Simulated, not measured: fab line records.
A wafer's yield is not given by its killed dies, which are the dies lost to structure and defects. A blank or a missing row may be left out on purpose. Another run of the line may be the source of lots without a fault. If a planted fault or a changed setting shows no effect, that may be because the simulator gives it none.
Matching of chambers | flow nand harc | NHARC_A_STAIRCASE_DEP_259 on pecvd-04 has 3 sister chambers
The step deposits SiON, target thk 30 nm. 18 wafers are shown with their chamber, then 9 later ones without.

== WAFERS, EACH WITH ITS CHAMBER ==
wafer  | chamber | heater power w (W)
L075.1 | 1       | 672
L075.3 | 2       | 690
L075.6 | 2       | 700
L077.1 | 0       | 580
L077.3 | 1       | 646
L077.5 | 1       | 626
L079.1 | 1       | 707
L079.2 | 2       | 640
L079.6 | 2       | 665
L080.1 | 2       | 737
L080.4 | 0       | 547
L080.5 | 1       | 676
L082.2 | 0       | 626
L082.3 | 2       | 713
L082.6 | 0       | 623
L083.2 | 2       | 687
L083.4 | 1       | 646
L083.5 | 2       | 691

SIGNATURES, as means of the wafers listed above
reading        | chamber 0 | chamber 1 | chamber 2 | scatter within a chamber
heater power w | 594.00    | 662.17    | 690.38    | 31
Rule: distance of a wafer from a chamber = root of the sum over the readings of ((wafer's reading minus chamber's mean) / reading's scatter) squared. The wafer belongs to the nearest chamber; if the next one is less than 2 further off, it can't be placed. How the scatter is found: for the shown wafers, subtract from each reading the mean of its chamber, square and add these, divide the total by (wafers less chambers), then take the root.

== WAFERS WITH NO CHAMBER GIVEN ==
wafer  | heater power w (W)
L089.2 | 709
L089.3 | 622
L089.4 | 630
L095.1 | 709
L095.4 | 701
L095.5 | 786
L097.2 | 612
L097.3 | 856
L097.5 | 859

== EACH ONE'S CHAMBER ==
wafer  | from the rows above          | in truth
L089.2 | can't be placed: 2 or 1      | 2
L089.3 | can't be placed: 0 or 1 or 2 | 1
L089.4 | can't be placed: 1 or 0 or 2 | 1
L095.1 | can't be placed: 2 or 1      | 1
L095.4 | can't be placed: 2 or 1      | 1
L095.5 | can't be placed: 2 or 1      | 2
L097.2 | can't be placed: 0 or 1 or 2 | 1
L097.3 | can't be placed: 2 or 1      | 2
L097.5 | can't be placed: 2 or 1      | 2
Correct placement for 0 of the 9. From these rows, 9 cannot be placed; in 9 the true chamber is one of the candidates. Number placed wrongly: 0.
